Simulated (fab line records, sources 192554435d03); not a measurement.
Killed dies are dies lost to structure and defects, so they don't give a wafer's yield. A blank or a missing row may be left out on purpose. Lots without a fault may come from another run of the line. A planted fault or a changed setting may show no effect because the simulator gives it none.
Chamber matching | flow n5_finfet | N5_BEOL_M7_DEP_56 on pecvd-02: 3 sister chambers
The step deposits SiCN from 3MS/NH3, target thk 10 nm, time 17.5 s. 6 wafers are shown with their chamber, then 12 later ones without.

WAFERS WITH THEIR CHAMBER
wafer  | chamber | showerhead_plenum_p_Torr (Torr) | throttle_valve_pct (%)
L085.4 | 2       | 3.659                           | 9.2
L087.5 | 2       | 3.660                           | 8.8
L087.6 | 0       | 3.671                           | 8.7
L088.1 | 1       | 3.656                           | 8.7
L088.4 | 1       | 3.659                           | 8.9
L088.6 | 0       | 3.673                           | 8.9

WAFERS WITHOUT THEIR CHAMBER
wafer  | showerhead_plenum_p_Torr (Torr) | throttle_valve_pct (%)
L090.1 | 3.664                           | 8.8
L090.5 | 3.651                           | 9.0
L090.6 | 3.665                           | 8.8
L094.1 | 3.672                           | 8.9
L094.2 | 3.659                           | 9.2
L094.3 | 3.666                           | 8.7
L094.4 | 3.670                           | 9.0
L094.5 | 3.656                           | 8.8
L094.6 | 3.659                           | 9.0
L097.1 | 3.662                           | 8.9
L097.2 | 3.684                           | 9.0
L097.5 | 3.663                           | 9.4

WHICH CHAMBER EACH WENT THROUGH
wafer  | from the rows above          | in truth
L090.1 | can't be placed: 2 or 1      | 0
L090.5 | can't be placed: 1 or 2      | 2
L090.6 | can't be placed: 2 or 0 or 1 | 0
L094.1 | 0                            | 0
L094.2 | can't be placed: 2 or 1      | 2
L094.3 | can't be placed: 0 or 2 or 1 | 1
L094.4 | 0                            | 0
L094.5 | can't be placed: 1 or 2      | 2
L094.6 | can't be placed: 2 or 1      | 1
L097.1 | can't be placed: 2 or 1      | 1
L097.2 | 0                            | 0
L097.5 | can't be placed: 2 or 1      | 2
Placed correctly: 3 of 12. Can't be placed from these rows: 9 (the true chamber is among the candidates in 8). Placed wrongly: 0.
How it was worked out, from the rows above alone: a wafer's distance from a chamber is the root of the sum, over the readings, of the square of ((its reading less the chamber's mean) divided by the reading's scatter). The wafer belongs to the nearest chamber; if the next one is less than 2 further off, it can't be placed. A chamber's mean is the mean of its shown wafers. The scatter: the root of (the sum of the squares of (reading less its chamber's mean) over the shown wafers, divided by (wafers less chambers)).
